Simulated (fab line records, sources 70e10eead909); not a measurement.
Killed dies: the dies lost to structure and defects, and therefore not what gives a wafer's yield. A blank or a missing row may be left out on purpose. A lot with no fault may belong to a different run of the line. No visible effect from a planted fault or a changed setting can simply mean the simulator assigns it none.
Chamber matching | flow nand_harc | 4 sister chambers for NHARC_A_CONTACT_ETCH_106 on rie_diel-04
The step etches the open film in CF4/O2, target depth 90 nm, overetch 9 nm, time 49.5 s. 4 wafers are shown with their chamber, then 11 later ones without.

WAFERS PAIRED WITH THEIR CHAMBERS
wafer  | chamber | showerhead_plenum_p_Torr (Torr)
L085.6 | 0       | 1.40
L091.2 | 1       | 1.34
L091.4 | 2       | 1.28
L088.2 | 3       | 1.24

WAFERS WITH NO CHAMBER GIVEN
wafer  | showerhead_plenum_p_Torr (Torr)
L088.5 | 1.28
L088.6 | 1.34
L093.1 | 1.34
L093.2 | 1.39
L093.5 | 1.24
L092.2 | 1.28
L092.4 | 1.24
L092.6 | 1.28
L095.1 | 1.24
L095.2 | 1.39
L095.6 | 1.39

EACH ONE'S CHAMBER
wafer  | from the rows above | in truth
L088.5 | 2                   | 2
L088.6 | 1                   | 1
L093.1 | 1                   | 1
L093.2 | 0                   | 0
L093.5 | 3                   | 3
L092.2 | 2                   | 2
L092.4 | 3                   | 3
L092.6 | 2                   | 2
L095.1 | 3                   | 3
L095.2 | 0                   | 0
L095.6 | 0                   | 0
Correctly placed: 11 of 11. Left unplaced by these rows: 0. Wrongly placed: 0.
How it was worked out, from the rows above alone: a wafer's distance from a chamber is the root of the sum, over the readings, of the square of ((its reading less the chamber's mean) divided by the reading's scatter). The wafer belongs to the nearest chamber; if the next one is less than 2 further off, it can't be placed. Each chamber's mean is taken over the wafers shown for it. The scatter: root of mean squared gap, hidden wafer to nearest shown wafer, with one shown wafer a chamber.
